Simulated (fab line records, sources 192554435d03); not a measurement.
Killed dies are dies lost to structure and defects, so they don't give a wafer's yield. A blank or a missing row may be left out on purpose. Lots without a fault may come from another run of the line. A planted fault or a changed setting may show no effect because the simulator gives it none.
Chamber matching | flow n5_finfet | N5_BEOL_M3_ALD_98 on ald_sin-02: 4 sister chambers
The step deposits SiO2, target thk 2.5 nm, pulse time 1 s, co reactant pulse time 1 s. 18 wafers are shown with their chamber, then 9 later ones without.

WAFERS WITH THEIR CHAMBER
wafer  | chamber | heater_power_w (W) | precursor_pulse_height_rel
L076.2 | 0       | 76                 | 1.013
L076.4 | 3       | 92                 | 1.011
L076.6 | 0       | 76                 | 1.014
L077.2 | 3       | 94                 | 1.004
L077.3 | 2       | 78                 | 0.981
L077.5 | 0       | 76                 | 0.995
L080.2 | 0       | 75                 | 1.015
L080.3 | 2       | 77                 | 0.991
L080.4 | 3       | 92                 | 1.025
L079.1 | 3       | 91                 | 0.983
L079.2 | 1       | 72                 | 0.971
L079.5 | 0       | 77                 | 1.019
L083.2 | 1       | 74                 | 1.011
L083.4 | 0       | 77                 | 0.988
L083.5 | 0       | 76                 | 1.030
L084.1 | 0       | 75                 | 1.010
L084.5 | 0       | 78                 | 0.983
L084.6 | 1       | 72                 | 1.007

SIGNATURES (means of the wafers above)
reading                    | chamber 0 | chamber 1 | chamber 2 | chamber 3 | scatter within a chamber
heater_power_w             | 76.22     | 72.67     | 77.50     | 92.25     | 1.05
precursor_pulse_height_rel | 1.00744   | 0.99633   | 0.98600   | 1.00575   | 0.0166
Rule: a wafer's distance from a chamber is the root of the sum, over the readings, of the square of ((its reading less the chamber's mean) divided by the reading's scatter). The wafer belongs to the nearest chamber; if the next one is less than 2 further off, it can't be placed. The scatter: the root of (the sum of the squares of (reading less its chamber's mean) over the shown wafers, divided by (wafers less chambers)).

WAFERS WITHOUT THEIR CHAMBER
wafer  | heater_power_w (W) | precursor_pulse_height_rel
L086.1 | 77                 | 0.981
L086.5 | 76                 | 1.021
L086.6 | 72                 | 0.963
L093.1 | 79                 | 0.978
L093.2 | 91                 | 1.006
L093.5 | 93                 | 1.021
L095.1 | 77                 | 0.972
L095.3 | 95                 | 1.026
L095.5 | 95                 | 0.985

WHICH CHAMBER EACH WENT THROUGH
wafer  | from the rows above     | in truth
L086.1 | can't be placed: 2 or 0 | 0
L086.5 | can't be placed: 0 or 2 | 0
L086.6 | 1                       | 1
L093.1 | can't be placed: 2 or 0 | 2
L093.2 | 3                       | 3
L093.5 | 3                       | 3
L095.1 | can't be placed: 2 or 0 | 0
L095.3 | 3                       | 3
L095.5 | 3                       | 3
Placed correctly: 5 of 9. Can't be placed from these rows: 4 (the true chamber is among the candidates in 4). Placed wrongly: 0.
